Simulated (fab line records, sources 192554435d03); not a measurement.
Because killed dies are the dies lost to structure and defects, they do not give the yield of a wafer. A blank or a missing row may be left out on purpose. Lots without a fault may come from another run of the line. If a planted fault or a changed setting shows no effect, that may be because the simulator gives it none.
Split-lot study ; flow n5 finfet ; on a route of 1938 steps: 7 lots, 21 wafers read

ABOUT THE SPLIT
At N5_BEOL_M9_ETCH_62 (etches SOC in N2/H2, target depth 110 nm, overetch 22 nm, time 165 s), the setting time s was moved away from the recipe's 165 s on 7 of the 21 wafers read, by -17.3% to +19.0%. This setting was run at the recipe's value on the other wafers.

Reading taken at the split's own step.

THE READING
SiARC_of_BEOL_M9_COAT_60.thk nm (the simulator's own value, which no gauge read), in nm, at N5_BEOL_M9_ETCH_62 (etches SOC in N2/H2, target depth 110 nm, overetch 22 nm, time 165 s). The file gives no usual value for it. Across the 14 wafers here that went through the recipe, the average is 23.4 nm and the standard deviation 0.23 nm.

wafer;tool, chamber at the split;time s as run, s;against the recipe;SiARC_of_BEOL_M9_COAT_60.thk nm, nm;against lot-mates on the recipe
L075.1;rie diel-03, 2;165;recipe;23.4;-
L075.5;rie diel-03, 2;150.1;-9.0%;24;+0.7
L075.6;rie diel-03, 1;165;recipe;23.2;-
L077.3;rie diel-01, 1;165;recipe;24;-
L077.5;rie diel-01, 0,2;136.5;-17.3%;24.6;+0.6
L077.6;rie diel-01, 0,2;136.5;-17.3%;24.6;+0.6
L080.1;rie diel-01, 3;165;recipe;23.2;-
L080.5;rie diel-01, 3;165;recipe;23.2;-
L080.6;rie diel-01, 2;165;recipe;23.4;-
L084.2;rie diel-01, 2;185.5;+12.4%;22.6;-1.2
L084.3;rie diel-01, 3;185.5;+12.4%;22.4;-1.4
L084.5;rie diel-01, 1;165;recipe;23.8;-
L085.1;rie diel-03, 1;196.3;+19.0%;22;-1.4
L085.2;rie diel-03, 0;196.3;+19.0%;22.6;-0.8
L085.6;rie diel-03, 1;165;recipe;23.4;-
L089.3;rie diel-01, 0,3;165;recipe;23.4;-
L089.5;rie diel-01, 0,3;165;recipe;23.4;-
L089.6;rie diel-01, 0;165;recipe;23.2;-
L097.1;rie diel-03, 3;165;recipe;23.4;-
L097.2;rie diel-03, 2;165;recipe;23.6;-
L097.6;rie diel-03, 2;165;recipe;23.6;-
Where a row lists several chambers, the file gives one row for several wafers and doesn't say which wafer went through which chamber.

THE FIT
A straight line over all 21 wafers: SiARC_of_BEOL_M9_COAT_60.thk nm changes by -0.0655 nm for each +1% of time s; r = -0.94; the points scatter about the line by 0.23 nm.
The same after taking each lot's own level away (the mean of its wafers on the recipe; 21 wafers): -0.0583 nm for each +1%; r = -0.91; scatter 0.25 nm.
Per that fit: largest time s move, reading shift of 1.1 nm.
Measured against the standard deviation above, the lots' own levels, which go from 23.27 to 24.00 nm, span 3.2 times it.
Thus the slope moves with the lot-to-lot level: the two fits are different.
Check: for one of the wafers moved furthest among these (+19.0%), held out of the fit, the line's prediction against its lot-mates is -1.12 nm. Against them it came out at -1.4 nm.

OTHER SPLITS ON THESE WAFERS
Before the reading, these wafers also passed through other splits. Each is held against what the fit with the lots' levels taken away leaves over:
other split on the same wafers;wafers away from the commonest value;r with SiARC_of_BEOL_M9_COAT_60.thk nm (lot level and that fit taken away)
N5_BEOL_M5_COAT_22 spin rpm;6;-0.02
N5_BEOL_M7_COAT_71 spin rpm;4;-0.23
N5_BEOL_M7_COAT_22 spin rpm;7;-0.02
N5_BEOL_M8_EXPOSE_25 dose mj;7;-0.05
N5_BEOL_M8_DESCUM_33 time s;8;+0.08

FILE'S OWN FIT
SiARC_of_BEOL_M9_COAT_60.thk nm changes by -0.0601 nm for each +1% of time s, r = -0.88.
